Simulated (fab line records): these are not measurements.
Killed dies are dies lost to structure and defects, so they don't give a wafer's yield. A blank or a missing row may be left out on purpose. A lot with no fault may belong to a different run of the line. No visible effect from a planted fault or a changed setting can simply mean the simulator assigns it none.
A struck lot beside a sound one -- flow nand-harc -- 21 out of 1159 route steps
Sound: these wafers, L329.1, L329.3, L329.6. Struck: wafer L340.1 (L340.3, L340.6, from the same lot, were not struck and are left out); the cause is given at the end.
Order at every step that has rows: each side's tool, ch and its chambers, its first start. Under that, the readings that differ: sound wafers -- struck wafers -- difference of the means -- sigmas: that difference in standard deviations of wafers without a fault.
alike: words and numbers the same on both sides, and readings whose means are apart by under 2 such deviations; not compared: readings that were withheld, readings missing a value for some wafer, numbers with overlapping values and no deviation given by the record, and bounds like >300 which may hide the same value.
A row with sigmas, a row that says differs or no value, or rows on one side alone: a step with any of these is where the two part. When numbers do not overlap yet have no deviation, they are printed without sigmas and do not part them. A reading that every wafer of one side lacks parts them only if that side has two wafers or more.

first, 1 step without rows for these wafers: NHARC_A_BLC_SRD_27.
NHARC_A_BLC_INSPECT_28:
  sound: defect-inspect-02 at day 19 05:58; struck: defect-inspect-02 at day 21 23:10
  alike: raw-defect-count
then, 9 steps without rows for these wafers: NHARC_A_M0_DEP_00 (deposits SiOC, target thk 150 nm); NHARC_A_M0_DEHYDRATE_01 (time 120 s); NHARC_A_M0_HMDS_02 (time 30 s); NHARC_A_M0_COAT_33 (time 65 s); NHARC_A_M0_COAT_03 (resist thk 90 nm); NHARC_A_M0_SOFTBAKE_04 (time 55 s); NHARC_A_M0_EBR_05; NHARC_A_M0_EXPOSE_06 (exposes mask A M0, target cd 80 nm); NHARC_A_M0_PEB_07 (peb time 65 s).
NHARC_A_M0_DEVELOP_08: develop time 35 s.
  sound on litho-track-04 ch 0, day 19 06:00; struck on litho-track-04 ch 0, day 22 00:00
  alike: resist-line-temp-C
NHARC_A_M0_CD_MEAS_09: target cd 80 nm.
  sound on cd-sem-03 ch 0, day 19 06:51; struck on cd-sem-03 ch 0, day 22 00:08
reading,sound,struck,difference,sigmas
cd-nm (nm),80.9 81.1 80.4,75.6,-5.2,-6
NHARC_A_M0_OVL_MEAS_10: pitch 160 nm.
  sound: overlay-01 at day 19 06:56; struck: overlay-01 at day 22 00:13
  alike: overlay-x-nm, overlay-y-nm
NHARC_A_M0_INSPECT_11:
  sound: defect-inspect-02 at day 19 06:59; struck: defect-inspect-01 at day 22 00:16
  alike: raw-defect-count
NHARC_A_M0_DESCUM_14: chemistry O2, time 3 s.
  sound on rie-diel-06 ch 1,2, day 19 07:03; struck on rie-diel-13 ch 2, day 22 00:20
reading,sound,struck,difference,sigmas
showerhead-plenum-p-Torr (Torr),2.06 1.88 2.06,1.78,-0.22,-2
model.A_M0.cd-nm (nm),80.52 80.4 80.05,75.25,-5.07,
  alike: chamber-pressure-mTorr, drypump-motor-current-A, oes-product-au, rf-vpp-V, throttle-valve-pct
  not compared: rf-hours-counter-h
NHARC_A_M0_ETCH_34: etches the open film in N2/H2, target depth 40 nm, overetch 12 nm, time 43.94 s.
  sound on rie-diel-06 ch 1,2,3, day 19 07:08; struck on rie-diel-13 ch 1, day 22 00:25
reading,sound,struck,difference,sigmas
oes-product-au (a.u.),0.987 0.976 0.992,1.021,+0.036,+3
  alike: chamber-pressure-mTorr, drypump-motor-current-A, rf-vpp-V, showerhead-plenum-p-Torr, throttle-valve-pct
  not compared: rf-hours-counter-h
NHARC_A_M0_ETCH_15: etches the open film in C4F8/Ar, target depth 150 nm, overetch 15 nm, time 82.5 s.
  sound on rie-diel-06 ch 0,2,3; struck on rie-diel-13 ch 1
reading,sound,struck,difference,sigmas
chamber-pressure-mTorr (mTorr),24.975 24.984 25.021,25.047,+0.054,+2
model.A_M0.cd-nm (nm),80.51 80.56 80.44,75.49,-5.01,
  alike: oes-product-au, rf-vpp-V
  not compared: rf-hours-counter-h
NHARC_A_M0_CD_MEAS_16:
  sound: cd-sem-01 at day 19 07:20; struck: cd-sem-02 at day 22 00:40
reading,sound,struck,difference,sigmas
cd-nm (nm),80.6 80.8 80.5,75.5,-5.1,-5
NHARC_A_M0_STRIP_18: strips in N2/H2.
  sound on rie-diel-13 ch 1,3, day 19 07:25; struck on rie-diel-13 ch 1, day 22 00:44
  alike: chamber-pressure-mTorr, drypump-motor-current-A, oes-product-au, rf-vpp-V, showerhead-plenum-p-Torr, throttle-valve-pct
  not compared: rf-hours-counter-h
NHARC_END_SORT_01:
  sound on prober-02 ch 0, day 20 23:36; struck on prober-02 ch 0, day 23 15:47
reading,sound,struck,difference,sigmas
defect-limited-yield (%),94.7 93.6 92.6,97.2,+3.6,+2
killed-dies,36 43 50,19,-24,-2
sort_bin_4_pct (%),2.8 4.6 4.6,1.6,-2.4,-2
sort-n-pass,641 634 627,658,+24,+2
sort-yield-pct (%),94.7 93.6 92.6,97.2,+3.6,+2
  alike: killed-at-array, killed-at-other, killed-at-periphery, killed-open, killed-short, sort_bin_2_pct, sort_bin_3_pct, sort-rim-yield-pct

WHERE THEY PART
At NHARC_A_M0_CD_MEAS_09 first; at NHARC_END_SORT_01 last (within this record only).

WHY: what the simulator had put in
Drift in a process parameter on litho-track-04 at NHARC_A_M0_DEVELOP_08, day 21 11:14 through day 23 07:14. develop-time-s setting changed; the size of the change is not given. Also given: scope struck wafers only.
